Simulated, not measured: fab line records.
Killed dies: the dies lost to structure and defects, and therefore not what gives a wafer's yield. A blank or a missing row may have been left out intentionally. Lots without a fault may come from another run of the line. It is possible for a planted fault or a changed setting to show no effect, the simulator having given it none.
Which tool did it? || flow n5_finfet || 21 wafers from 7 lots sampled at 4 of the route's 1938 steps

== WHAT EACH GAUGE READ, for each wafer ==
N5_GATE_CUT_CD_MEAS_13 targets a cd of 20 nm.
{"lot": "L343", "measured": "day 4 21:18", "on": "cd_sem-02", "cd_nm (nm)": "19.88 19.60 19.35"}
{"lot": "L345", "measured": "day 5 06:39", "on": "cd_sem-01", "cd_nm (nm)": "19.92 20.13 19.79"}
{"lot": "L347", "measured": "day 5 21:25", "on": "cd_sem-03", "cd_nm (nm)": "20.05 20.01 19.92"}
{"lot": "L349", "measured": "day 6 12:58", "on": "cd_sem-02", "cd_nm (nm)": "19.47 19.71 20.22"}
{"lot": "L357", "measured": "day 8 09:55", "on": "cd_sem-01", "cd_nm (nm)": "9.05 20.48 20.28"}
{"lot": "L359", "measured": "day 8 22:01", "on": "cd_sem-02", "cd_nm (nm)": "11.27 11.93 20.14"}
{"lot": "L363", "measured": "day 9 18:52", "on": "cd_sem-02", "cd_nm (nm)": "20.15 19.84 20.39"}

== WHICH TOOL RAN EACH LOT (tool, then ch and the chambers of the sampled wafers, then the start) ==
{"lot": "L343", "N5_GATE_CUT_ETCHBACK_00": "rie_metal-02 ch 0,1, day 4 17:31", "N5_GATE_CUT_VAPOR_ETCH_60": "rie_metal-02 ch 0,1, day 4 17:45", "N5_GATE_CUT_EXPOSE_10": "euv_scanner-02 ch 0, day 4 21:11"}
{"lot": "L345", "N5_GATE_CUT_ETCHBACK_00": "rie_metal-03 ch 0,1, day 5 03:05", "N5_GATE_CUT_VAPOR_ETCH_60": "rie_metal-03 ch 0,1, day 5 03:19", "N5_GATE_CUT_EXPOSE_10": "euv_scanner-02 ch 0, day 5 06:31"}
{"lot": "L347", "N5_GATE_CUT_ETCHBACK_00": "rie_metal-02 ch 0,1, day 5 17:32", "N5_GATE_CUT_VAPOR_ETCH_60": "rie_metal-02 ch 0,1, day 5 17:47", "N5_GATE_CUT_EXPOSE_10": "euv_scanner-01 ch 0, day 5 21:17"}
{"lot": "L349", "N5_GATE_CUT_ETCHBACK_00": "rie_metal-01 ch 0,1, day 6 09:19", "N5_GATE_CUT_VAPOR_ETCH_60": "rie_metal-01 ch 0,1, day 6 09:33", "N5_GATE_CUT_EXPOSE_10": "euv_scanner-01 ch 0, day 6 12:50"}
{"lot": "L357", "N5_GATE_CUT_ETCHBACK_00": "rie_metal-02 ch 0,1, day 8 06:17", "N5_GATE_CUT_VAPOR_ETCH_60": "rie_metal-02 ch 0,1, day 8 06:31", "N5_GATE_CUT_EXPOSE_10": "euv_scanner-02 ch 0, day 8 09:47"}
{"lot": "L359", "N5_GATE_CUT_ETCHBACK_00": "rie_metal-03 ch 0,1, day 8 15:19", "N5_GATE_CUT_VAPOR_ETCH_60": "rie_metal-03 ch 0,1, day 8 15:33", "N5_GATE_CUT_EXPOSE_10": "euv_scanner-02 ch 0, day 8 21:53"}
{"lot": "L363", "N5_GATE_CUT_ETCHBACK_00": "rie_metal-01 ch 0,1, day 9 15:19", "N5_GATE_CUT_VAPOR_ETCH_60": "rie_metal-01 ch 0,1, day 9 15:33", "N5_GATE_CUT_EXPOSE_10": "euv_scanner-01 ch 0, day 9 18:44"}
- N5_GATE_CUT_ETCHBACK_00: etches W in SF6/Cl2.
- N5_GATE_CUT_VAPOR_ETCH_60: etches HfO2 in BCl3/Cl2.
- N5_GATE_CUT_EXPOSE_10: exposes mask GATE CUT, target cd 20 nm.

== THE ANSWER, worked out from the rows above alone ==
Rule: the usual values come from the lots themselves. Put in order of their means at a reading, lots are off if they are a third of the lots or fewer, leave a main group of 4 or more, and stand apart from it by a gap of 3 or more times the standard deviation of the main group's means; of several such gaps the widest counts. A main group whose means are all the same, to the digits that the tables above print for the reading, isn't used. Also off: a lot with no number at a reading for which 4 or more lots have one. The other lots that the step has rows for count as sound.
Off: L357, L359 (N5_GATE_CUT_CD_MEAS_13, cd_nm). Mean 19.90 nm and standard deviation 0.18 in the main group.
A tool fits if, at a process step before that reading, it ran every lot that is off, and no sound lot after the first of them. Those tools and the gauges at N5_GATE_CUT_CD_MEAS_13 are tried in the same way. One candidate fits, namely euv_scanner-02 at N5_GATE_CUT_EXPOSE_10. A fault onset in the window from L345 (day 5 06:31, its last sound lot) to L357 (day 8 09:47, its first lot off) fits.

== WHAT HAD BEEN PUT IN BY THE SIMULATOR ==
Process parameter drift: euv_scanner-02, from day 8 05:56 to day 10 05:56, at N5_GATE_CUT_EXPOSE_10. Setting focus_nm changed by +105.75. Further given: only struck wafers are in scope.
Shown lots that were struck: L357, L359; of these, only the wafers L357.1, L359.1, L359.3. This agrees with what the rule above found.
